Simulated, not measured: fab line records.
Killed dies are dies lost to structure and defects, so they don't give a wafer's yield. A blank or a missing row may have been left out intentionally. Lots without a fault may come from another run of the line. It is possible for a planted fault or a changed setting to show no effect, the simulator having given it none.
Which tool is to blame? ; flow n5 finfet ; route of 1938 steps, sampled at 1 step: 12 lots, 36 wafers

== WHAT EACH GAUGE READ, for each wafer ==
N5_BEOL_M2_CD_MEAS_11: target cd 16.79 nm.
lot;measured;on;cd nm (nm)
L075;day 6 19:20;cd sem-03;17.10 17.41 17.13
L076;day 7 03:52;cd sem-01;17.01 17.13 16.83
L080;day 7 19:39;cd sem-02;16.90 16.84 16.98
L081;day 8 09:16;cd sem-02;16.42 16.75 16.74
L083;day 9 02:14;cd sem-01;16.72 16.69 16.48
L084;day 9 07:10;cd sem-03;16.73 16.53 16.97
L087;day 9 19:50;cd sem-02;16.34 16.52 16.77
L089;day 10 04:04;cd sem-01;16.83 16.34 16.35
L091;day 10 17:29;cd sem-02;16.71 16.51 16.30
L093;day 11 08:49;cd sem-01;16.97 16.99 16.98
L096;day 11 23:41;cd sem-01;16.46 16.40 17.44
L097;day 12 05:42;cd sem-02;16.67 17.04 17.13

== TOOL THAT RAN EACH LOT (tool first, then ch and the chambers of the sampled wafers, then the start) ==
The record shows no process step preceding these readings.

== THE ANSWER, worked out from the rows above alone ==
Rule: the lots themselves supply what counts as usual. The widest of any qualifying gaps counts: lots, ordered by their means at a reading, are off when they make up no more than a third of the lots, leave a main group of 4 or more, and stand apart from it by 3 or more times the standard deviation of that group's means. The tables above print the reading to a certain number of digits; a main group whose means all agree to those digits is not used. Also off: a lot with no number at a reading for which 4 or more lots have one. Where the step has rows for the other lots, those lots are counted as sound.
No lot is off on any of the readings shown, so nothing can be concluded from this.

== WHAT THE SIMULATOR HAD INSERTED ==
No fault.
